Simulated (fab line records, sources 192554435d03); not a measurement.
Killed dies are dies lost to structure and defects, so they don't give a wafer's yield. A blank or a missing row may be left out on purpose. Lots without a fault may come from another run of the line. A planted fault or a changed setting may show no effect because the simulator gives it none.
fab line records | flow n5_finfet | part 2 of 2: steps 4 to 6 of 6
record lots=24 wafers=72 last_day=17
route steps=1938 shown HKMG_FIN@456 GATE_CUT@470 MOL_CONTACT_COAG@547
lots that met no fault: from a run of the same line without faults
start_h: hours from the record's first day to the start of the lot's first wafer shown | wait_h: hours since the lot's step before | " the same as in the row above | L1.1+2: a row that stands for several wafers | - no value, or no start given | * or withheld: withheld | < > ~ a bound
route shown NAME@n: a module of which the file shows steps, and the number in the route of the first | usual: mean/standard deviation of fault-free wafers | same: alike in all rows | chamber/n: place in a boat | sites: the reading at each site | _std_site: their standard deviation | _edge_site: outer sites' mean less inner sites' | radius_mm: how far each site lies from the wafer's centre | mask NAME#n: copy n | behind: the tool/chamber that last shaped the wafer | hold: why the lot was held/for how many hours/how that ended | device: the transistor (n, p or np) that didn't switch | end of line: the same wafers' tests at the end of the route | a step without rows: its recipe alone | killed: dies lost to structure and defects at the first sort, not the wafer's yield | map: a wafer's dies, x killed, . not, _ none there
set.NAME: the setting as run; set.NAME@STEP: as run at that earlier step | model.NAME: the simulator's own value behind a step, which no gauge read
steps of the route over a sample of lots; a table a step, a row a wafer
services: from which hour (start_h, from the record's first day; less than 0 if before it) a tool's chamber was out of use, for how many hours, and why
## steps
# step N5_GATE_CUT_ETCH_36
# recipe chemistry=CF4 target=SiARC target_depth_a=130 mask_material=CAR-EUV time_s=21.7 ion_energy_ev=80 pressure_mtorr=40 source_w=545 bias_w=36 Ar_flow_sccm=100 cf4_flow_sccm=100 ends=cleared
# usual chamber_pressure_mTorr=40.00/0.033 drypump_motor_current_A=5.8/0.42 etch_rf_on_time_s=21.7/0.68 mfc_ar_sccm=100.0/0.3 oes_product_au=0.65/0.07 rf_vpp_V=184.4/1 showerhead_plenum_p_Torr=2.16/0.058 throttle_valve_pct=15.67/0.21
# columns lot.wafer tool chamber start_h wait_h chamber_pressure_mTorr drypump_motor_current_A etch_rf_on_time_s mfc_ar_sccm oes_product_au rf_hours_counter_h rf_vpp_V showerhead_plenum_p_Torr throttle_valve_pct
L074.2 rie_diel-03 0 86.40 0.0 40.05 6.1 22.0 100.2 0.65 134 188.1 2.23 15.45
L074.3 " 2 " " 39.98 6.4 21.1 100.1 0.66 139 184.1 2.15 15.60
L074.5 " 1 " " 39.99 5.7 21.7 100.3 0.64 - 184.6 2.14 15.83
L075.1 rie_diel-01 0 89.20 0.0 40.05 5.2 20.7 99.8 0.66 148 184.8 2.24 15.56
L075.3 " 1 " " 40.06 5.7 21.9 99.8 0.60 219 184.3 2.10 15.44
L075.5 " 0 " " 40.00 5.1 20.7 100.2 0.66 - 185.7 2.24 15.57
L076.1 rie_diel-01 0 94.68 0.0 39.95 5.1 21.1 100.1 0.65 151 183.8 2.24 15.58
L076.3 " 2 " " 40.00 5.4 21.5 100.1 0.77 36 184.9 2.17 15.64
L076.5 " 0 " " 39.95 5.1 21.1 100.6 0.66 - 185.2 2.24 15.58
L077.1 rie_diel-03 1 101.50 0.0 39.97 5.7 22.1 99.9 0.64 150 185.8 2.14 15.84
L077.3 " 0 " " 40.02 6.1 21.8 100.7 0.66 138 184.8 2.23 15.44
L077.6 " 3 " " 40.06 6.5 22.3 99.6 0.81 - 186.0 2.27 15.27
L078.1 rie_diel-02 1 111.56 0.0 39.99 5.7 22.6 100.5 0.62 169 183.0 2.08 15.98
L078.3 " 0 " " 40.02 6.0 20.9 100.3 0.61 221 184.3 2.17 15.66
L078.6 " 2 " " 39.95 6.0 21.3 100.2 0.66 - 184.5 2.23 15.69
L079.1 rie_diel-03 2 116.54 0.0 40.04 6.4 21.5 100.3 0.64 148 184.8 2.15 15.62
L079.3 " 0 " " 39.99 6.1 22.7 99.3 0.65 143 186.3 2.22 15.46
L079.6 " 3 " " 40.03 6.6 22.9 100.0 0.78 - 185.6 2.27 15.30
L080.1 rie_diel-03 1 123.65 0.0 39.95 5.7 22.3 99.9 0.62 157 184.0 2.13 15.83
L080.3 " 2 " " 40.04 6.4 21.5 100.0 0.64 151 184.9 2.15 15.62
L080.5 " 1 " " 40.00 5.7 22.4 99.9 0.63 - 184.3 2.13 15.83
L081.2 rie_diel-01 1 126.10 0.0 40.03 5.6 22.1 100.2 0.59 232 183.1 2.10 15.48
L081.3 " 0 " " 40.00 5.1 21.0 99.8 0.64 161 184.9 2.23 15.60
L081.5 " 3 " " 39.95 6.4 22.6 100.3 0.58 - 183.4 2.11 15.71
L082.1 rie_diel-02 2 135.98 0.0 39.96 6.0 21.3 100.4 0.65 162 184.9 2.23 15.70
L082.2 " 3 " " 40.00 5.7 21.5 99.9 0.61 195 185.0 2.11 15.98
L082.3 " 1 " " 40.00 5.7 22.3 99.9 0.62 175 183.3 2.07 15.98
L083.2 rie_diel-01 1 140.68 0.0 40.00 5.6 22.2 99.7 0.58 237 183.4 2.09 15.48
L083.4 " 2 " " 39.99 5.4 21.1 99.6 0.76 - 183.9 2.16 15.68
L083.5 " 3 " " 40.03 6.3 22.7 99.9 0.58 - 184.0 2.11 15.70
L084.2 rie_diel-02 1 142.50 0.0 40.01 5.7 22.0 99.7 0.62 178 181.8 2.07 15.99
L084.3 " 0 " " 40.02 5.9 20.8 99.9 0.61 231 185.3 2.17 15.68
L084.5 " 2 " " 40.01 6.0 21.3 100.1 0.64 - 186.1 2.23 15.73
L085.3 rie_diel-01 1 150.41 0.0 39.97 5.6 22.0 99.7 0.59 239 182.3 2.09 15.47
L085.4 " 2 " " 40.02 5.4 21.3 99.8 0.74 54 184.8 2.16 15.68
L085.6 " 1 " " 40.03 5.6 22.3 99.7 0.59 - 183.8 2.09 15.49
L086.1 rie_diel-02 2 155.56 0.0 39.99 6.0 21.4 100.1 0.65 169 184.2 2.23 15.73
L086.3 " 1 " " 40.01 5.7 22.2 99.8 0.61 182 182.8 2.07 15.99
L086.4 " 0 " " 39.98 5.9 21.0 99.9 0.59 236 185.4 2.17 15.70
L087.1 rie_diel-01 2 161.06 0.0 40.02 5.4 21.2 100.1 0.75 57 184.9 2.16 15.68
L087.3 " 0 " " 39.93 5.1 20.9 99.1 0.64 169 186.4 2.23 15.62
L087.6 " 0 " " 40.05 5.1 20.8 99.6 0.64 - 185.8 2.23 15.61
L088.1 rie_diel-02 3 167.02 0.0 40.03 5.8 21.8 99.6 0.59 206 183.5 2.11 16.01
L088.3 " 1 " " 40.02 5.7 22.4 99.8 0.61 186 182.6 2.07 16.01
L088.5 " 3 " " 40.00 5.8 22.0 99.8 0.58 - 183.4 2.11 16.01
L089.4 rie_diel-01 2 173.90 0.0 40.00 5.4 21.4 100.0 0.74 62 184.7 2.16 15.70
L089.5 " 1 " " 39.97 5.7 22.0 99.9 0.58 - 184.2 2.09 15.52
L089.6 " 2 " " 40.03 5.4 21.2 100.1 0.75 - 185.3 2.16 15.68
L090.1 rie_diel-03 3 178.67 0.0 39.96 6.6 23.0 100.1 0.75 34 185.5 2.26 15.35
L090.2 " 0 " " 40.00 6.1 22.6 99.9 0.63 161 185.9 2.22 15.49
L090.5 " 2 " " 39.97 6.4 21.7 100.2 0.63 - 184.2 2.14 15.66
L091.2 rie_diel-02 0 186.14 0.0 40.02 5.9 20.8 99.9 0.60 246 184.7 2.16 15.72
L091.3 " 2 " " 39.99 6.0 21.3 100.5 0.64 179 184.9 2.22 15.75
L091.4 " 1 " " 40.02 5.7 22.1 99.8 0.61 193 183.2 2.07 16.01
L092.2 rie_diel-01 3 191.59 0.0 40.00 6.4 22.6 99.8 0.57 247 182.5 2.10 15.74
L092.5 " 0 " " 40.01 5.1 20.8 99.8 0.64 - 185.2 2.23 15.61
L092.6 " 2 " " 39.96 5.5 21.3 99.6 0.73 - 183.5 2.16 15.70
L093.2 rie_diel-01 2 200.68 0.0 40.03 5.4 20.9 100.1 0.75 71 183.2 2.16 15.70
L093.4 " 3 " " 40.05 6.3 22.5 99.9 0.57 - 183.8 2.10 15.76
L093.5 " 2 " " 39.92 5.4 21.0 100.3 0.73 - 184.8 2.16 15.70
L094.1 rie_diel-03 0 205.01 0.0 39.99 6.1 22.6 100.4 0.62 167 185.0 2.22 15.52
L094.4 " 1 " " 40.03 5.7 22.4 100.2 0.61 178 184.0 2.13 15.88
L094.6 " 1 " " 39.96 5.7 22.2 99.6 0.62 - 184.3 2.13 15.90
L095.1 rie_diel-01 3 208.68 0.0 40.00 6.3 22.6 99.8 0.56 254 184.7 2.10 15.76
L095.3 " 2 " " 39.96 5.4 21.1 99.5 0.73 75 184.8 2.16 15.70
L095.4 " 2 " " 40.02 5.4 20.8 99.9 0.74 - 184.2 2.15 15.73
L096.1 rie_diel-01 0 222.01 0.0 40.00 5.1 20.8 99.8 0.63 191 187.2 2.22 15.67
L096.3 " 2 " " 40.03 5.4 20.9 100.0 0.72 80 184.2 2.15 15.73
L096.4 " 1 " " 39.99 5.6 21.2 100.2 0.84 - 182.0 2.09 15.02
L097.2 rie_diel-02 3 228.54 0.0 40.03 5.7 21.4 99.9 0.58 225 183.7 2.10 16.02
L097.5 " 3 " " 39.95 5.8 21.6 100.7 0.58 - 183.5 2.10 16.05
L097.6 " 0 " " 39.92 5.9 20.3 99.8 0.84 - 185.1 2.16 15.16
# step N5_MOL_CONTACT_COAG_SPUTTER_143
# recipe material=Co target_thk_a=25 temp_c=25 chamber_pressure_pa=0.2
# usual throttle_valve_pct=30.4/1.3
# columns lot.wafer tool chamber start_h wait_h throttle_valve_pct
L074.2 pvd_sputter-03 - 95.37 0.0 31.3
L074.3 " - " " 30.9
L074.5 " - " " 31.1
L075.1 pvd_sputter-03 - 96.37 0.0 27.8
L075.3 " - " " 31.0
L075.5 " - " " 31.2
L076.1 pvd_sputter-03 - 105.21 0.0 27.9
L076.3 " - " " 30.8
L076.5 " - " " 28.0
L077.1 pvd_sputter-02 - 109.70 0.0 31.0
L077.3 " - " " 32.6
L077.6 " - " " 31.1
L078.1 pvd_sputter-01 - 117.49 0.0 27.8
L078.3 " - " " 30.3
L078.6 " - " " 30.5
L079.1 pvd_sputter-03 - 122.90 0.0 31.1
L079.3 " - " " 27.9
L079.6 " - " " 27.8
L080.1 pvd_sputter-03 - 131.46 0.0 27.9
L080.3 " - " " 31.0
L080.5 " - " " 31.0
L081.2 pvd_sputter-01 - 132.16 0.0 30.3
L081.3 " - " " 30.2
L081.5 " - " " 30.8
L082.1 pvd_sputter-02 - 143.21 0.0 31.6
L082.2 " - " " 32.9
L082.3 " - " " 30.8
L083.2 pvd_sputter-02 - 146.58 0.0 32.0
L083.4 " - " " 30.8
L083.5 " - " " 31.0
L084.2 pvd_sputter-02 - 149.67 0.0 31.1
L084.3 " - " " 32.8
L084.5 " - " " 31.0
L085.3 pvd_sputter-03 - 156.95 0.0 30.8
L085.4 " - " " 27.7
L085.6 " - " " 31.1
L086.1 pvd_sputter-01 - 162.24 0.0 30.8
L086.3 " - " " 27.9
L086.4 " - " " 27.8
L087.1 pvd_sputter-02 - 168.86 0.0 31.7
L087.3 " - " " 31.1
L087.6 " - " " 31.8
L088.1 pvd_sputter-01 - 174.09 0.0 27.9
L088.3 " - " " 31.0
L088.5 " - " " 30.3
L089.4 pvd_sputter-01 - 180.12 0.0 30.9
L089.5 " - " " 28.2
L089.6 " - " " 30.1
L090.1 pvd_sputter-03 - 185.16 0.0 30.9
L090.2 " - " " 31.0
L090.5 " - " " 30.7
L091.2 pvd_sputter-02 - 193.36 0.0 32.6
L091.3 " - " " 31.0
L091.4 " - " " 31.6
L092.2 pvd_sputter-01 - 199.22 0.0 30.8
L092.5 " - " " 30.2
L092.6 " - " " 27.9
L093.2 pvd_sputter-03 - 207.66 0.0 30.9
L093.4 " - " " 31.1
L093.5 " - " " 30.9
L094.1 pvd_sputter-03 - 212.54 0.0 31.0
L094.4 " - " " 30.8
L094.6 " - " " 30.5
L095.1 pvd_sputter-03 - 215.14 0.0 31.4
L095.3 " - " " 30.8
L095.4 " - " " 31.0
L096.1 pvd_sputter-01 - 227.83 0.0 30.3
L096.3 " - " " 30.5
L096.4 " - " " 27.9
L097.2 pvd_sputter-01 - 235.49 0.0 30.1
L097.5 " - " " 30.6
L097.6 " - " " 30.4
# step N5_MOL_CONTACT_COAG_ALD_27
# recipe material=SiOC target_thk_a=170 temp_c=400 ald_precursor_family=carbosiloxane ald_co_reactant=H2-plasma pulse_time_s=1.5 time_s=2720 purge_time_s=2 co_reactant_purge_time_s=2 ald_cycles=340 pressure_torr=2
# usual heater_power_w=827/120 precursor_pulse_height_rel=0.998/0.02
# columns lot.wafer tool chamber start_h wait_h heater_power_w precursor_pulse_height_rel
L074.2 ald_sin-02 2 99.97 0.0 772 1.010
L074.3 " 1 " " 1132 0.970
L074.5 " 2 " " 776 0.944
L075.1 ald_sin-04 1 101.20 0.0 728 0.987
L075.3 " 3 " " 698 1.020
L075.5 " 1 " " 723 0.996
L076.1 ald_sin-02 3 108.24 0.2 831 1.020
L076.3 " 2 " " 778 0.980
L076.5 " 1 " " 1160 0.990
L077.1 ald_sin-04 3 113.02 0.0 727 1.016
L077.3 " 0 " " 736 1.006
L077.6 " 0 " " 712 0.995
L078.1 ald_sin-02 2 122.40 0.0 779 0.987
L078.3 " 0 " " 931 0.981
L078.6 " 1 " " 1154 0.976
L079.1 ald_sin-04 1 126.82 0.0 733 0.970
L079.3 " 3 " " 727 1.013
L079.6 " 0 " " 715 1.027
L080.1 ald_sin-04 2 135.43 0.0 846 0.977
L080.3 " 0 " " 723 0.960
L080.5 " 0 " " 734 1.005
L081.2 ald_sin-03 3 136.24 0.3 774 0.998
L081.3 " 0 " " 780 1.017
L081.5 " 3 " " 778 1.013
L082.1 ald_sin-02 2 147.15 0.0 795 0.996
L082.2 " 3 " " 846 0.982
L082.3 " 1 " " 1116 0.984
L083.2 ald_sin-02 2 150.70 0.0 783 1.006
L083.4 " 0 " " 947 1.005
L083.5 " 1 " " 1151 1.013
L084.2 ald_sin-03 2 153.77 0.7 835 1.006
L084.3 " 1 " " 766 1.004
L084.5 " 2 " " 825 0.996
L085.3 ald_sin-03 1 161.44 0.0 768 1.000
L085.4 " 2 " " 835 0.997
L085.6 " 3 " " 781 0.999
L086.1 ald_sin-02 0 166.20 0.0 960 1.009
L086.3 " 3 " " 857 1.006
L086.4 " 2 " " 784 1.014
L087.1 ald_sin-02 0 172.20 0.3 954 1.000
L087.3 " 3 " " 850 1.008
L087.6 " 1 " " 1112 0.963
L088.1 ald_sin-02 1 178.64 0.0 1106 1.017
L088.3 " 0 " " 956 0.982
L088.5 " 3 " " 862 0.970
L089.4 ald_sin-04 3 185.41 1.6 715 0.984
L089.5 " 2 " " 827 1.016
L089.6 " 3 " " 699 0.995
L090.1 ald_sin-04 3 190.68 1.2 723 0.992
L090.2 " 1 " " 739 1.040
L090.5 " 1 " " 734 0.996
L091.2 ald_sin-03 0 196.71 0.0 780 1.005
L091.3 " 2 " " 882 1.000
L091.4 " 3 " " 744 0.981
L092.2 ald_sin-03 0 203.70 0.0 801 1.002
L092.5 " 2 " " 887 1.024
L092.6 " 1 " " 757 0.990
L093.2 ald_sin-03 2 210.91 0.0 886 1.010
L093.4 " 3 " " 752 0.960
L093.5 " 1 " " 741 0.984
L094.1 ald_sin-03 1 217.43 0.0 738 1.013
L094.4 " 3 " " 744 0.999
L094.6 " 2 " " 882 0.996
L095.1 ald_sin-04 2 218.42 0.0 845 1.031
L095.3 " 0 " " 734 0.981
L095.4 " 3 " " 721 1.002
L096.1 ald_sin-03 3 231.29 0.0 755 0.983
L096.3 " 2 " " 887 1.038
L096.4 " 2 " " 876 1.007
L097.2 ald_sin-04 1 239.60 0.0 742 0.973
L097.5 " 0 " " 732 1.004
L097.6 " 3 " " 711 1.029
## services
# columns tool chamber start_h hours kind
ald_sin-02 3 69.88 3.5 repair
rie_diel-01 3 70.53 31.2 repair
pvd_sputter-01 - 74.36 1.9 repair
cvd_w-01 - 85.33 6.9 pm
ald_metal-03 2 90.92 1.9 repair
ald_sin-02 3 95.33 2.5 repair
cvd_w-01 1 127.31 4.5 repair
rie_diel-01 0 140.58 7.1 repair
pvd_sputter-01 - 141.51 3.1 repair
ald_sin-04 0 141.81 9.5 repair
rie_diel-01 - 143.86 3.3 repair
rie_diel-03 1 147.36 3.3 repair
pvd_sputter-01 - 151.78 1.0 repair
rie_diel-03 - 160.73 0.5 repair
ald_sin-03 - 176.75 14.0 pm
ald_metal-02 - 185.64 8.7 pm
pvd_sputter-01 - 194.09 0.8 repair
rie_diel-03 - 198.08 1.1 repair
rie_diel-03 - 199.54 2.6 repair
ald_sin-03 0 207.35 4.5 repair
rie_diel-01 3 213.02 48.6 repair
rie_diel-03 0 216.61 2.9 repair
ald_sin-03 0 219.36 18.2 repair
cvd_w-01 - 222.95 1.1 repair
